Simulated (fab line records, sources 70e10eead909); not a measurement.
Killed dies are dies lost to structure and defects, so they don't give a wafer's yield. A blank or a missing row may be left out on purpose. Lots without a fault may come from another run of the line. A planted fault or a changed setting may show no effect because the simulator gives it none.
fab line records | flow nand_harc
record lots=5 wafers=15 last_day=23
route steps=1159 shown P_STI@80
lots that met no fault: from a run of the same line without faults
start_h: hours from the record's first day to the start of the lot's first wafer shown | wait_h: hours since the lot's step before | " the same as in the row above | L1.1+2: a row that stands for several wafers | - no value, or no start given | * or withheld: withheld | < > ~ a bound
route shown NAME@n: a module of which the file shows steps, and the number in the route of the first | usual: mean/standard deviation of fault-free wafers | same: alike in all rows | chamber/n: place in a boat | sites: the reading at each site | _std_site: their standard deviation | _edge_site: outer sites' mean less inner sites' | radius_mm: how far each site lies from the wafer's centre | mask NAME#n: copy n | behind: the tool/chamber that last shaped the wafer | hold: why the lot was held/for how many hours/how that ended | device: the transistor (n, p or np) that didn't switch | end of line: the same wafers' tests at the end of the route | a step without rows: its recipe alone | killed: dies lost to structure and defects at the first sort, not the wafer's yield | map: a wafer's dies, x killed, . not, _ none there
set.NAME: the setting as run; set.NAME@STEP: as run at that earlier step | model.NAME: the simulator's own value behind a step, which no gauge read
lots at some steps of the route; a table a step, a row a wafer
services: from which hour (start_h, from the record's first day; less than 0 if before it) a tool's chamber was out of use, for how many hours, and why
## steps
# step NHARC_P_STI_EXPOSE_06
# recipe na=0.55 target_cd_nm=200 dose_mj=37.69 mask_id=P_STI
# columns lot.wafer tool chamber start_h wait_h mask
L079.1+3+5 krf_scanner-04 0 61.26 - P_STI#0
L082.2+3+6 krf_scanner-01 0 82.80 - P_STI#0
L084.2+4+5 krf_scanner-01 0 91.46 - P_STI#0
L088.3+4+6 krf_scanner-02 0 120.44 - P_STI#0
L094.1+2+3 krf_scanner-01 0 157.16 - P_STI#0
# step NHARC_P_STI_PEB_07
# recipe peb_temp_c=128 peb_time_s=80
# usual resist_line_temp_C=23.01/0.11
# columns lot.wafer tool chamber start_h wait_h resist_line_temp_C
L079.1 litho_track-05 0 61.33 0.1 22.79
L079.3 " 0 " " 22.76
L079.5 " 0 " " 22.76
L082.2 litho_track-02 0 82.86 0.1 23.05
L082.3 " 0 " " 22.92
L082.6 " 0 " " 22.98
L084.2 litho_track-02 0 91.53 0.1 22.97
L084.4 " 0 " " 23.07
L084.5 " 0 " " 22.96
L088.3 litho_track-05 0 120.50 0.1 23.07
L088.4 " 0 " " 23.00
L088.6 " 0 " " 23.08
L094.1 litho_track-07 0 157.23 0.1 23.04
L094.2 " 0 " " 22.98
L094.3 " 0 " " 23.01
# step NHARC_P_STI_DEVELOP_08
# recipe time_s=50 dev_temp_c=22
# usual resist_line_temp_C=22.98/0.11
# columns lot.wafer tool chamber start_h wait_h resist_line_temp_C
L079.1 litho_track-05 0 - - 22.94
L079.3 " 0 " " 23.07
L079.5 " 0 " " 23.02
L082.2 litho_track-02 0 - - 23.11
L082.3 " 0 " " 23.00
L082.6 " 0 " " 23.09
L084.2 litho_track-02 0 - - 23.08
L084.4 " 0 " " 23.01
L084.5 " 0 " " 22.82
L088.3 litho_track-05 0 - - 22.86
L088.4 " 0 " " 22.97
L088.6 " 0 " " 22.91
L094.1 litho_track-07 0 - - 22.83
L094.2 " 0 " " 23.03
L094.3 " 0 " " 22.82
# step NHARC_P_STI_CD_MEAS_09
# recipe target_cd_nm=200 landing_energy_ev=500
# usual cd_nm=202/3.1
# columns lot.wafer tool chamber start_h wait_h cd_nm
L079.1 cd_sem-03 0 61.41 - 202
L079.3 " 0 " " 206
L079.5 " 0 " " 200
L082.2 cd_sem-03 0 82.95 - 202
L082.3 " 0 " " 199
L082.6 " 0 " " 194
L084.2 cd_sem-03 0 91.62 - 202
L084.4 " 0 " " 205
L084.5 " 0 " " 201
L088.3 cd_sem-02 0 120.59 - 207
L088.4 " 0 " " 205
L088.6 " 0 " " 203
L094.1 cd_sem-02 0 157.32 - 201
L094.2 " 0 " " 202
L094.3 " 0 " " 201
# step NHARC_P_STI_OVL_MEAS_10
# usual overlay_x_nm=0/5.2 overlay_y_nm=-1/4.6
# columns lot.wafer tool chamber start_h wait_h overlay_x_nm overlay_y_nm
L079.1 overlay-02 - 61.50 - 5 1
L079.3 " - " " 5 1
L079.5 " - " " 5 1
L082.2 overlay-02 - 83.04 - -11 -2
L082.3 " - " " -11 -3
L082.6 " - " " -11 -4
L084.2 overlay-02 - 91.70 - -3 2
L084.4 " - " " -3 2
L084.5 " - " " -3 2
L088.3 overlay-02 - 120.67 - 2 -8
L088.4 " - " " 3 -9
L088.6 " - " " 2 -9
L094.1 overlay-01 - 157.40 - 2 -4
L094.2 " - " " 2 -4
L094.3 " - " " 2 -5
# step NHARC_P_STI_INSPECT_11
# usual raw_defect_count=7/3.6
# columns lot.wafer tool chamber start_h wait_h raw_defect_count
L079.1 defect_inspect-02 - 61.54 0.0 13
L079.3 " - " " 8
L079.5 " - " " 2
L082.2 defect_inspect-02 - 83.07 0.0 7
L082.3 " - " " 9
L082.6 " - " " 3
L084.2 defect_inspect-02 - 91.74 0.0 10
L084.4 " - " " 11
L084.5 " - " " 6
L088.3 defect_inspect-02 - 120.71 0.0 11
L088.4 " - " " 8
L088.6 " - " " 15
L094.1 defect_inspect-02 - 157.44 0.0 6
L094.2 " - " " 5
L094.3 " - " " 4
# step NHARC_P_STI_HARDBAKE_13
# recipe temp_c=118 time_s=65
# usual resist_line_temp_C=23.00/0.11
# columns lot.wafer tool chamber start_h wait_h resist_line_temp_C
L079.1 litho_track-05 0 61.62 0.1 23.03
L079.3 " 0 " " 23.10
L079.5 " 0 " " 23.13
L082.2 litho_track-05 0 83.13 0.1 23.30
L082.3 " 0 " " 23.10
L082.6 " 0 " " 23.24
L084.2 litho_track-02 0 91.80 0.1 22.83
L084.4 " 0 " " 22.97
L084.5 " 0 " " 22.79
L088.3 litho_track-05 0 120.77 0.1 22.95
L088.4 " 0 " " 23.13
L088.6 " 0 " " 23.06
L094.1 litho_track-05 0 157.50 0.1 23.01
L094.2 " 0 " " 23.06
L094.3 " 0 " " 23.03
# step NHARC_P_STI_DESCUM_14
# recipe time_s=3 o2_flow_sccm=200 ar_flow_sccm=0 bias_power_w=0 chemistry=O2
# usual drypump_motor_current_A=5.8/0.37 oes_product_au=1.002/0.014 rf_vpp_V=58.0/0.87 showerhead_plenum_p_Torr=1.95/0.064 throttle_valve_pct=11.312/0.0095
# columns lot.wafer tool chamber start_h wait_h drypump_motor_current_A oes_product_au rf_hours_counter_h rf_vpp_V showerhead_plenum_p_Torr throttle_valve_pct
L079.1 rie_diel-07 1 61.70 - 5.5 1.003 0 58.2 1.92 11.316
L079.3 " 2 " " 6.0 0.986 0 55.8 2.03 11.320
L079.5 " 1 " " 5.5 0.997 - 56.9 1.92 11.309
L082.3 rie_diel-04 1 83.21 - 6.0 0.988 4 57.3 1.85 11.312
L082.2 " 2 " " 5.2 1.020 4 58.6 2.06 11.311
L082.6 " 0 " " 5.8 0.989 - 58.7 1.97 11.307
L084.4 rie_diel-08 1 91.88 - 5.2 0.993 8 57.0 1.98 11.322
L084.2 " 2 " " 5.8 1.017 8 57.6 1.90 11.312
L084.5 " 0 " " 6.4 1.001 - 58.8 2.02 11.304
L088.4 rie_diel-08 3 120.86 - 6.3 1.040 10 58.1 1.94 11.301
L088.3 " 0 " " 6.4 1.015 11 60.1 2.02 11.336
L088.6 " 2 " " 5.8 1.022 - 57.8 1.90 11.308
L094.2 rie_diel-07 1 157.58 - 5.5 0.993 3 56.7 1.92 11.310
L094.1 " 2 " " 6.0 0.996 3 57.2 2.03 11.298
L094.3 " 3 " " 5.4 1.000 3 57.2 1.86 11.295
# step NHARC_P_STI_ETCH_42
# recipe target_depth_a=800 overetch_a=240 time_s=61 ion_energy_ev=200 n2_flow_sccm=150 h2_flow_sccm=150 ar_flow_sccm=0 rf_w=400 bias_w=150 chemistry=N2/H2
# usual drypump_motor_current_A=5.8/0.37 oes_product_au=1.002/0.014 rf_vpp_V=431.8/2 showerhead_plenum_p_Torr=2.08/0.069 throttle_valve_pct=14.172/0.0091
# columns lot.wafer tool chamber start_h wait_h drypump_motor_current_A oes_product_au rf_hours_counter_h rf_vpp_V showerhead_plenum_p_Torr throttle_valve_pct
L079.3 rie_diel-07 2 61.78 0.1 6.0 0.980 0 434.6 2.17 14.175
L079.1 " 3 " " 5.4 0.984 0 428.3 1.98 14.173
L079.5 " 2 " " 6.0 0.964 - 433.0 2.17 14.167
L082.2 rie_diel-04 2 83.30 0.1 5.2 1.028 4 432.5 2.20 14.184
L082.3 " 3 " " 5.3 1.006 4 431.5 2.09 14.176
L082.6 " 0 " " 5.8 0.987 - 431.7 2.10 14.165
L084.2 rie_diel-08 3 91.96 0.1 6.3 1.015 7 432.3 2.07 14.154
L084.4 " 1 " " 5.2 1.004 8 433.5 2.11 14.173
L084.5 " 0 " " 6.4 1.001 - 435.5 2.16 14.177
L088.3 rie_diel-08 0 120.93 0.1 6.4 1.019 11 433.8 2.16 14.162
L088.4 " 2 " " 5.8 1.017 11 430.4 2.02 14.179
L088.6 " 0 " " 6.4 1.013 - 433.8 2.16 14.172
L094.2 rie_diel-07 3 157.66 0.1 5.4 0.993 3 430.4 1.98 14.181
L094.3 " 0 " " 5.9 1.010 3 432.8 2.10 14.169
L094.1 " 1 " " 5.5 1.001 3 431.2 2.04 14.172
# step NHARC_P_STI_ETCH_31
# recipe target_depth_a=1089 time_s=54.5 cf4_flow_sccm=100 chf3_flow_sccm=30 ar_flow_sccm=0 rf_w=500 bias_w=200 chemistry=CF4/CHF3
# usual chf3_flow_sccm=30.00/0.09 drypump_motor_current_A=5.8/0.38 oes_product_au=0.964/0.021 rf_vpp_V=371.7/1.9 showerhead_plenum_p_Torr=1.61/0.049 throttle_valve_pct=16.803/0.0091
# columns lot.wafer tool chamber start_h wait_h chf3_flow_sccm drypump_motor_current_A oes_product_au rf_hours_counter_h rf_vpp_V showerhead_plenum_p_Torr throttle_valve_pct
L079.1 rie_diel-07 1 - - 29.97 5.5 0.963 0 371.7 1.58 16.793
L079.3 " 0 " " 30.00 5.9 1.004 0 371.5 1.62 16.809
L079.5 " 2 " " 29.89 6.0 0.937 - 374.3 1.66 16.804
L082.2 rie_diel-04 3 - - 29.90 5.3 0.983 4 373.0 1.61 16.794
L082.3 " 1 " " 30.17 6.0 0.960 4 368.7 1.53 16.800
L082.6 " 2 " " 30.04 5.3 0.998 - 374.8 1.69 16.810
L084.2 rie_diel-08 0 - - 30.02 6.4 0.972 8 373.0 1.66 16.799
L084.4 " 2 " " 30.12 5.8 1.000 8 370.9 1.56 16.813
L084.5 " 0 " " 29.89 6.4 0.966 - 374.1 1.66 16.806
L088.3 rie_diel-08 0 - - 29.90 6.4 0.979 11 374.1 1.66 16.806
L088.4 " 2 " " 30.06 5.8 0.977 11 370.8 1.56 16.802
L088.6 " 1 " " 29.92 5.2 0.961 - 372.0 1.62 16.799
L094.3 rie_diel-07 0 - - 29.87 5.9 0.931 3 372.2 1.62 16.804
L094.1 " 1 " " 30.09 5.5 0.926 3 371.2 1.58 16.802
L094.2 " 2 " " 29.97 6.0 0.917 3 374.0 1.66 16.790
# step NHARC_P_STI_ETCH_15
# recipe target_depth_a=3000 taper_deg=4 time_s=100.1 hbr_flow_sccm=150 cl2_flow_sccm=50 rf_w=400 icp_w=400 bias_w=100 chemistry=HBr/Cl2
# usual drypump_motor_current_A=5.6/0.45 oes_product_au=0.996/0.017 throttle_valve_pct=26.405/0.0089
# columns lot.wafer tool chamber start_h wait_h drypump_motor_current_A oes_product_au rf_hours_counter_h throttle_valve_pct
L079.3 rie_si-03 3 61.97 - 6.4 0.988 0.6 26.397
L079.1 " 0 " " 5.8 1.027 0.7 26.409
L079.5 " 3 " " 6.5 0.992 - 26.400
L082.2 rie_si-05 2 83.50 - 5.2 1.039 0.2 26.401
L082.3 " 0 " " 5.6 0.992 0.1 26.394
L082.6 " 2 " " 5.2 1.028 - 26.403
L084.4 rie_si-06 2 92.17 - 5.1 0.997 0.5 26.408
L084.2 " 3 " " 5.7 0.961 0.5 26.406
L084.5 " 2 " " 5.1 1.000 - 26.399
L088.4 rie_si-05 3 121.15 - 5.6 0.996 0.4 26.389
L088.3 " 0 " " 5.6 1.002 0.3 26.412
L088.6 " 2 " " 5.2 1.028 - 26.409
L094.1 rie_si-05 3 158.31 - 5.6 1.004 0.6 26.408
L094.3 " 1 " " 5.9 1.017 0.7 26.407
L094.2 " 2 " " 5.2 1.020 0.8 26.419
# step NHARC_P_STI_CD_MEAS_16
# usual cd_nm=201/3.5
# columns lot.wafer tool chamber start_h wait_h cd_nm
L079.1 cd_sem-02 - 62.14 - 203
L079.3 " - " " 204
L079.5 " - " " 196
L082.2 cd_sem-02 - 83.64 - 202
L082.3 " - " " 196
L082.6 " - " " 196
L084.2 cd_sem-03 - 92.32 - 202
L084.4 " - " " 206
L084.5 " - " " 201
L088.3 cd_sem-02 - 121.28 - 208
L088.4 " - " " 204
L088.6 " - " " 204
L094.1 cd_sem-03 - 158.47 - 199
L094.2 " - " " 200
L094.3 " - " " 201
# step NHARC_P_STI_OCD_MEAS_17
# usual trench_depth_nm=299/7.7 trench_foot_cd_nm=160/3.3
# columns lot.wafer tool chamber start_h wait_h trench_depth_nm trench_foot_cd_nm
L079.1 ocd-02 - 62.23 0.1 311 159
L079.3 " - " " 293 165
L079.5 " - " " 298 159
L082.2 ocd-01 - 83.73 0.1 319 158
L082.3 " - " " 299 157
L082.6 " - " " 317 150
L084.2 ocd-02 - 92.41 0.1 283 163
L084.4 " - " " 300 163
L084.5 " - " " 301 158
L088.3 ocd-02 - 121.37 0.1 302 165
L088.4 " - " " 301 163
L088.6 " - " " 314 159
L094.1 ocd-02 - 158.56 0.1 304 158
L094.2 " - " " 309 159
L094.3 " - " " 307 158
# step NHARC_P_STI_STRIP_19
# recipe time_s=900 temp_c=130 chemistry=SPM
# columns lot.wafer tool chamber start_h wait_h
L079.3+1+5 wet_bench-07 3,5,6 62.30 0.1
L082.3+6+2 wet_bench-01 7,0,1 83.79 0.1
L084.2+5+4 wet_bench-01 5,7,0 92.46 0.1
L088.6+3+4 wet_bench-01 6,7,0 121.43 0.1
L094.2+1+3 wet_bench-01 7,0,1 158.62 0.1
# step NHARC_P_STI_PRECLEAN_32
# recipe time_s=* temp_c=50 bath_age_min=0 chemistry=SC1
# usual diw_flow_mL_min=1416/4.1
# columns lot.wafer tool chamber start_h wait_h diw_flow_mL_min
L079.3 wet_bench-07 3 - - 1413
L079.1 " 5 " " 1411
L079.5 " 6 " " 1420
L082.3 wet_bench-01 7 - - 1417
L082.6 " 0 " " 1412
L082.2 " 1 " " 1419
L084.2 wet_bench-01 5 - - 1414
L084.5 " 7 " " 1426
L084.4 " 0 " " 1409
L088.6 wet_bench-01 6 - - 1413
L088.3 " 7 " " 1419
L088.4 " 0 " " 1414
L094.2 wet_bench-01 7 - - 1417
L094.1 " 0 " " 1412
L094.3 " 1 " " 1416
# step NHARC_P_STI_SRD_23
# columns lot.wafer tool chamber start_h wait_h
L079.3+1+5 wet_bench-07 3,5,6 - -
L082.3+6+2 wet_bench-01 7,0,1 - -
L084.2+5+4 wet_bench-01 5,7,0 - -
L088.6+3+4 wet_bench-01 6,7,0 - -
L094.2+1+3 wet_bench-01 7,0,1 - -
# step NHARC_P_STI_OCD_MEAS_43
# usual trench_depth_nm=299/7.8 trench_foot_cd_nm=160/3.3
# columns lot.wafer tool chamber start_h wait_h trench_depth_nm trench_foot_cd_nm
L079.1 ocd-02 - 62.75 - 311 159
L079.3 " - " " 293 165
L079.5 " - " " 298 158
L082.2 ocd-02 - 84.24 - 319 158
L082.3 " - " " 298 156
L082.6 " - " " 317 150
L084.2 ocd-02 - 92.91 - 283 162
L084.4 " - " " 300 162
L084.5 " - " " 301 159
L088.3 ocd-01 - 121.88 - 302 164
L088.4 " - " " 301 163
L088.6 " - " " 314 160
L094.1 ocd-01 - 159.07 - 304 159
L094.2 " - " " 309 160
L094.3 " - " " 307 158
# step NHARC_P_STI_OXIDE_33
# recipe target_thk_a=100 temp_c=1000 ox_time_s=281 material=SiO2
# usual tube_center_temp_C=999.99/0.08 zone_power_upper_pct=21.9/2.5
# columns lot.wafer tool chamber start_h wait_h tube_center_temp_C zone_power_upper_pct
L079.1 furnace-05 0 66.28 3.5 1000.1 25.4
L079.3 " 0 " " 1000.1 25.4
L079.5 " 0 " " 1000.1 25.5
L082.2 furnace-08 0 88.52 4.3 1000 19.3
L082.3 " 0 " " 1000 19.5
L082.6 " 0 " " 999.88 19.7
L084.2 furnace-06 0 98.45 5.5 999.9 20.3
L084.4 " 0 " " 999.95 20.3
L084.5 " 0 " " 999.95 20.5
L088.3 furnace-08 0 125.52 3.6 1000.1 19.5
L088.4 " 0 " " 999.98 19.2
L088.6 " 0 " " 999.96 19.5
L094.1 furnace-06 0 162.78 3.7 999.97 20.3
L094.2 " 0 " " 1000 20.4
L094.3 " 0 " " 1000 20.1
# step NHARC_P_STI_HDPCVD_20
# recipe target_thk_a=withheld sigma_open_frac=withheld material=SiO2
# columns lot.wafer tool chamber start_h wait_h
L079.1+3+5 hdpcvd-01 1,0,1 71.48 0.9
L082.2+3+6 hdpcvd-01 0,0,1 93.24 0.4
L084.2+4+5 hdpcvd-01 0,1,1 103.68 1.0
L088.3+4+6 hdpcvd-01 1,0,0 130.46 0.6
L094.1+2+3 hdpcvd-01 0,1,0 167.45 0.4
# step NHARC_P_STI_ANNEAL_34
# recipe temp_c=1000 time_s=1800
# usual tube_center_temp_C=999.99/0.098 zone_power_upper_pct=21.3/2.4
# columns lot.wafer tool chamber start_h wait_h tube_center_temp_C zone_power_upper_pct
L079.1 furnace-08 0 77.84 6.3 999.96 19.2
L079.3 " 0 " " 1000 19.6
L079.5 " 0 " " 999.98 19.4
L082.2 furnace-05 0 100.40 7.1 999.8 25.6
L082.3 " 0 " " 1000 25.8
L082.6 " 0 " " 1000.1 25.6
L084.2 furnace-06 0 107.38 3.6 999.96 20.3
L084.4 " 0 " " 1000 20.1
L084.5 " 0 " " 1000 20.6
L088.3 furnace-06 0 131.18 0.6 999.98 20.7
L088.4 " 0 " " 1000.2 20.4
L088.6 " 0 " " 1000.1 20.2
L094.1 furnace-08 0 171.68 4.1 1000 19.6
L094.2 " 0 " " 999.92 19.6
L094.3 " 0 " " 1000 19.5
# step NHARC_P_STI_CMP_21
# recipe t_overpolish_s=20 target_thk_nm=380.67
# usual edge_zone_pressure_frac=1.000/0.005 motor_current_A=12.0/1.2 overpolish_run_s=20.000/0.0093
# same t_overpolish_s=20
# columns lot.wafer tool chamber start_h wait_h edge_zone_pressure_frac motor_current_A overpolish_run_s
L079.3 cmp-03 2 82.74 0.4 1.004 11.0 19.992
L079.1 " 1 " " 1.005 12.7 20.010
L079.5 " 3 " " 1.001 13.2 19.994
L082.2 cmp-01 3 105.33 0.4 1.001 10.2 19.998
L082.3 " 0 " " 0.998 10.7 19.999
L082.6 " 2 " " 1.009 11.5 20.007
L084.4 cmp-03 3 112.31 0.4 0.998 14.1 19.991
L084.2 " 1 " " 1.004 13.5 19.997
L084.5 " 2 " " 1.003 10.4 20.008
L088.4 cmp-03 1 136.10 0.4 1.001 13.7 20.012
L088.3 " 2 " " 0.987 11.1 20.005
L088.6 " 1 " " 1.005 13.6 20.014
L094.2 cmp-04 3 176.60 0.4 1.000 11.8 19.996
L094.1 " 0 " " 0.997 12.3 20.004
L094.3 " 1 " " 0.995 10.1 20.014
## services
# columns tool chamber start_h hours kind
wet_bench-01 - 37.60 8.0 pm
krf_scanner-02 - 38.00 4.0 pm
rie_diel-07 - 51.20 9.0 pm
cmp-03 - 58.00 4.0 pm
rie_si-05 2 59.66 10.8 repair
rie_si-05 - 62.00 9.0 pm
litho_track-05 - 62.01 7.0 pm
cmp-03 - 62.65 4.0 repair
krf_scanner-01 - 84.00 4.0 pm
rie_diel-07 - 93.95 0.2 repair
wet_bench-07 - 96.00 8.0 pm
cmp-03 - 98.47 0.6 repair
hdpcvd-01 - 111.00 13.0 pm
rie_diel-04 - 111.90 9.0 pm
wet_bench-07 - 122.67 10.2 repair
krf_scanner-01 - 122.79 0.4 repair
rie_diel-08 - 124.84 9.0 pm
rie_diel-04 2 129.02 2.5 repair
rie_diel-08 3 135.27 11.8 repair
hdpcvd-01 - 139.97 0.4 repair
cmp-03 - 153.81 0.9 repair
cmp-03 - 156.09 4.0 pm
rie_diel-07 1 163.69 6.3 repair
litho_track-02 - 165.00 7.0 pm
## key
fault none
